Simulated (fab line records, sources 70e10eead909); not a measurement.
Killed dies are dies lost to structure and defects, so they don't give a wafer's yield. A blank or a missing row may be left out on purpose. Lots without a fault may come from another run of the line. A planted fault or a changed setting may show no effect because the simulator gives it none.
Which tool did it? | flow nand_harc | 10 lots, 30 wafers sampled, at 5 steps of a route of 1159

WHAT THE GAUGES READ, wafer by wafer
NHARC_END_SORT_01. Usual: killed_at_array 25, standard deviation 9.7; killed_at_other 0.7, standard deviation 0.87; killed_at_periphery 3.3, standard deviation 2.3; killed_dies 29, standard deviation 11; killed_open 3.6, standard deviation 2.1; killed_short 2.3, standard deviation 1.7.
lot  | measured     | on        | killed_at_array | killed_at_other | killed_at_periphery | killed_dies | killed_open | killed_short | flag
L739 | day 19 11:49 | prober-01 | 7 11 13         | 1 1 1           | 1 1 2               | 9 13 16     | 2 5 3       | 0 0 2        |

WHICH TOOL RAN EACH LOT (tool, then ch and the chambers of the sampled wafers, then the start)
lot  | NHARC_A_STAIRCASE_ETCH_292         | NHARC_A_STAIRCASE_HM_OPEN_463                 | NHARC_A_STAIRCASE_ETCH_453         | NHARC_A_STAIRCASE_STRIP_316
L739 | rie_diel-02 ch 1,2,3, day 12 01:23 | rie_diel-02 ch 0,2,3, day 12 07:09 or earlier | rie_diel-02 ch 0,2,3, day 12 07:09 | rie_diel-02 ch 0,3, day 19 11:49 or earlier
L738 | rie_diel-09 ch 1,3, day 12 05:53   | rie_diel-03 ch 0,3, day 12 12:13 or earlier   | rie_diel-03 ch 0,1,2, day 12 12:13 | rie_diel-03 ch 0,2, no start
L740 | rie_diel-02 ch 2,3, day 12 15:55   | rie_diel-03 ch 0,2,3, day 12 23:11 or earlier | rie_diel-03 ch 1,2,3, day 12 23:11 | rie_diel-03 ch 0,3, no start
L745 | rie_diel-02 ch 1,3, day 13 15:25   | rie_diel-09 ch 0,1,2, day 13 22:01 or earlier | rie_diel-09 ch 0,1,2, day 13 22:01 | rie_diel-09 ch 0,3, no start
L744 | rie_diel-09 ch 1,2, day 13 19:32   | rie_diel-09 ch 1,2,3, day 14 02:19 or earlier | rie_diel-09 ch 0,1,2, day 14 02:19 | rie_diel-09 ch 0,1,3, no start
L746 | rie_diel-09 ch 1,2,3, day 14 05:54 | rie_diel-03 ch 0,1,3, day 14 11:31 or earlier | rie_diel-03 ch 2,3, day 14 11:31   | rie_diel-03 ch 1,2, no start
L747 | rie_diel-03 ch 2,3, day 14 16:12   | rie_diel-03 ch 0,3, day 14 22:17 or earlier   | rie_diel-03 ch 0,1,3, day 14 22:17 | rie_diel-03 ch 0,1,2, no start
L753 | rie_diel-03 ch 0,1, day 15 20:04   | rie_diel-03 ch 0,2,3, day 16 04:47 or earlier | rie_diel-03 ch 0,1,3, day 16 04:47 | rie_diel-03 ch 0,1, no start
L754 | rie_diel-03 ch 0,2, day 15 21:46   | rie_diel-09 ch 0,2,3, day 16 06:37 or earlier | rie_diel-09 ch 0,3, day 16 06:37   | rie_diel-09 ch 0,1,3, no start
L759 | rie_diel-09 ch 1,3, day 17 14:41   | rie_diel-02 ch 0,2,3, day 17 21:44 or earlier | rie_diel-02 ch 1,2,3, day 17 21:44 | rie_diel-02 ch 1,2,3, no start
- NHARC_A_STAIRCASE_ETCH_292: etches the open film in CF4/CHF3.
- NHARC_A_STAIRCASE_HM_OPEN_463: chemistry O2/COS.
- NHARC_A_STAIRCASE_ETCH_453: etches the open film in CF4/O2, target depth 30 nm, overetch 3 nm, time 16.5 s.
- NHARC_A_STAIRCASE_STRIP_316: strips in O2.

WHAT THE TOOLS THEMSELVES READ (means of the sampled wafers that have a number; where no wafer has one, the mark that the record gives instead)
NHARC_A_STAIRCASE_ETCH_292. Usual: cf4_flow_sccm 100.0 sccm, standard deviation 0.3; drypump_motor_current_A 5.7 A, standard deviation 0.3; oes_product_au 0.954 a.u., standard deviation 0.021; rf_vpp_V 370.7 V, standard deviation 2.8; showerhead_plenum_p_Torr 1.58 Torr, standard deviation 0.079; throttle_valve_pct 16.804 %, standard deviation 0.0097.
lot  | tool        | cf4_flow_sccm (sccm) | drypump_motor_current_A (A) | oes_product_au (a.u.) | rf_vpp_V (V) | showerhead_plenum_p_Torr (Torr) | throttle_valve_pct (%) | flag
L739 | rie_diel-02 | 100.0                | 5.7                         | 0.923                 | 370.3        | 1.59                            | 16.815                 |
L738 | rie_diel-09 | 100.1                | 5.9                         | 0.949                 | 374.2        | 1.67                            | 16.802                 |
L740 | rie_diel-02 | 100.1                | 5.8                         | 0.968                 | 371.5        | 1.62                            | 16.801                 |
L745 | rie_diel-02 | 99.4                 | 5.6                         | 0.962                 | 369.4        | 1.55                            | 16.807                 |
L744 | rie_diel-09 | 99.9                 | 5.5                         | 0.984                 | 371.1        | 1.61                            | 16.806                 |
L746 | rie_diel-09 | 99.7                 | 5.7                         | 0.970                 | 372.8        | 1.64                            | 16.817                 |
L747 | rie_diel-03 | 100.1                | 5.9                         | 0.939                 | 369.7        | 1.55                            | 16.796                 |
L753 | rie_diel-03 | 100.1                | 5.6                         | 0.973                 | 367.2        | 1.48                            | 16.806                 |
L754 | rie_diel-03 | 99.8                 | 5.2                         | 0.933                 | 371.0        | 1.57                            | 16.804                 |
L759 | rie_diel-09 | 100.1                | 5.5                         | 0.952                 | 372.9        | 1.65                            | 16.817                 |

NHARC_A_STAIRCASE_HM_OPEN_463. Usual: drypump_motor_current_A 5.7 A, standard deviation 0.32; oes_product_au 1.001 a.u., standard deviation 0.011; rf_vpp_V 467 V, standard deviation 3.7; showerhead_plenum_p_Torr 3.10 Torr, standard deviation 0.17; throttle_valve_pct 28.330 %, standard deviation 0.0091.
lot  | tool        | drypump_motor_current_A (A) | oes_product_au (a.u.) | rf_vpp_V (V) | showerhead_plenum_p_Torr (Torr) | throttle_valve_pct (%) | flag
L739 | rie_diel-02 | 5.8                         | 0.993                 | 468          | 3.15                            | 28.330                 |
L738 | rie_diel-03 | 5.6                         | 0.999                 | 464          | 2.99                            | 28.330                 |
L740 | rie_diel-03 | 5.6                         | 1.007                 | 467          | 3.10                            | 28.337                 |
L745 | rie_diel-09 | 5.5                         | 1.002                 | 466          | 3.13                            | 28.337                 |
L744 | rie_diel-09 | 5.7                         | 1.003                 | 469          | 3.25                            | 28.332                 |
L746 | rie_diel-03 | 5.7                         | 1.006                 | 463          | 2.95                            | 28.335                 |
L747 | rie_diel-03 | 5.5                         | 1.007                 | 464          | 2.98                            | 28.328                 |
L753 | rie_diel-03 | 5.6                         | 1.011                 | 466          | 3.09                            | 28.331                 |
L754 | rie_diel-09 | 5.8                         | 1.013                 | 468          | 3.14                            | 28.324                 |
L759 | rie_diel-02 | 5.7                         | 0.992                 | 467          | 3.13                            | 28.334                 |

NHARC_A_STAIRCASE_ETCH_453. Usual: cf4_flow_sccm 80.00 sccm, standard deviation 0.21; drypump_motor_current_A 5.6 A, standard deviation 0.32; oes_ar_750_au 1.000 a.u., standard deviation 0.0045; oes_f_703_au 1.000 a.u., standard deviation 0.0044; oes_o_777_au 1.000 a.u., standard deviation 0.0048; oes_product_au 0.999 a.u., standard deviation 0.0093; rf_vpp_V 197.7 V, standard deviation 1.7; showerhead_plenum_p_Torr 1.33 Torr, standard deviation 0.074; throttle_valve_pct 13.397 %, standard deviation 0.0094.
lot  | tool        | cf4_flow_sccm (sccm) | drypump_motor_current_A (A) | oes_ar_750_au (a.u.) | oes_f_703_au (a.u.) | oes_o_777_au (a.u.) | oes_product_au (a.u.) | rf_vpp_V (V) | showerhead_plenum_p_Torr (Torr) | throttle_valve_pct (%) | flag
L739 | rie_diel-02 | 79.93                | 5.7                         | 0.998                | 0.999               | 0.998               | 0.998                 | 198.4        | 1.35                            | 13.394                 |
L738 | rie_diel-03 | 80.29                | 5.4                         | 1.000                | 0.993               | 0.994               | 1.005                 | 197.2        | 1.32                            | 13.400                 |
L740 | rie_diel-03 | 79.89                | 5.7                         | 1.003                | 1.002               | 0.996               | 0.997                 | 197.1        | 1.31                            | 13.395                 |
L745 | rie_diel-09 | 80.01                | 5.4                         | 1.000                | 0.998               | 1.000               | 1.000                 | 197.7        | 1.34                            | 13.400                 |
L744 | rie_diel-09 | 79.90                | 5.4                         | 1.005                | 0.998               | 0.994               | 1.000                 | 197.8        | 1.34                            | 13.408                 |
L746 | rie_diel-03 | 80.27                | 5.9                         | 1.002                | 1.000               | 0.995               | 0.997                 | 196.8        | 1.31                            | 13.408                 |
L747 | rie_diel-03 | 79.86                | 5.7                         | 0.995                | 1.000               | 0.999               | 1.000                 | 196.2        | 1.26                            | 13.412                 |
L753 | rie_diel-03 | 66.55                | 5.7                         | 0.999                | 1.048               | 1.344               | 1.005                 | 195.8        | 1.13                            | 12.381                 | OFF
L754 | rie_diel-09 | 80.05                | 5.8                         | 1.000                | 1.001               | 1.000               | 1.010                 | 196.6        | 1.31                            | 13.398                 |
L759 | rie_diel-02 | 79.89                | 5.7                         | 0.995                | 0.999               | 1.002               | 0.991                 | 197.8        | 1.34                            | 13.390                 |

NHARC_A_STAIRCASE_STRIP_316. Usual: drypump_motor_current_A 5.7 A, standard deviation 0.32; oes_product_au 1.001 a.u., standard deviation 0.01; rf_vpp_V 57.7 V, standard deviation 0.92; showerhead_plenum_p_Torr 3.50 Torr, standard deviation 0.19; throttle_valve_pct 17.037 %, standard deviation 0.0094.
lot  | tool        | drypump_motor_current_A (A) | oes_product_au (a.u.) | rf_vpp_V (V) | showerhead_plenum_p_Torr (Torr) | throttle_valve_pct (%) | flag
L739 | rie_diel-02 | 5.7                         | 0.997                 | 58.1         | 3.41                            | 17.034                 |
L738 | rie_diel-03 | 5.3                         | 1.008                 | 57.6         | 3.54                            | 17.044                 |
L740 | rie_diel-03 | 5.6                         | 1.010                 | 58.1         | 3.37                            | 17.038                 |
L745 | rie_diel-09 | 5.8                         | 1.010                 | 57.5         | 3.49                            | 17.041                 |
L744 | rie_diel-09 | 5.6                         | 0.998                 | 58.0         | 3.60                            | 17.040                 |
L746 | rie_diel-03 | 5.4                         | 1.002                 | 58.3         | 3.62                            | 17.040                 |
L747 | rie_diel-03 | 5.4                         | 1.008                 | 57.9         | 3.49                            | 17.035                 |
L753 | rie_diel-03 | 5.4                         | 1.005                 | 58.1         | 3.35                            | 17.036                 |
L754 | rie_diel-09 | 5.6                         | 0.995                 | 57.8         | 3.59                            | 17.037                 |
L759 | rie_diel-02 | 5.7                         | 0.987                 | 58.4         | 3.54                            | 17.038                 |

THE ANSWER, worked out from the rows above alone
Rule: a lot is off if the mean of its wafers that have a number lies more than 3 standard deviations from the usual mean. A lot without any number at a reading at which 4 lots or more have one is off too. The other lots that the step has rows for count as sound. The gauges are gone through in route order, then the tools' own readings, and for those a lot's mean is taken as printed above. The first step at which some lot is off is used, and at that step the reading that is off furthest; a lot without a number counts as furthest.
Off: L753, at NHARC_A_STAIRCASE_ETCH_453 (throttle_valve_pct).
A tool fits if, at that step or a process step before it, it ran every lot that is off, and no sound lot after the first of them. NHARC_A_STAIRCASE_HM_OPEN_463 gives no start for some lots, so the hours and the order of its lots are those of NHARC_A_STAIRCASE_ETCH_453. One fits: rie_diel-03 at NHARC_A_STAIRCASE_HM_OPEN_463 and NHARC_A_STAIRCASE_ETCH_453. At NHARC_A_STAIRCASE_HM_OPEN_463 its last sound lot is L747 (day 14 22:17), its first lot that is off L753 (day 16 04:47): a fault that began between those two fits.

WHAT THE SIMULATOR HAD PUT IN
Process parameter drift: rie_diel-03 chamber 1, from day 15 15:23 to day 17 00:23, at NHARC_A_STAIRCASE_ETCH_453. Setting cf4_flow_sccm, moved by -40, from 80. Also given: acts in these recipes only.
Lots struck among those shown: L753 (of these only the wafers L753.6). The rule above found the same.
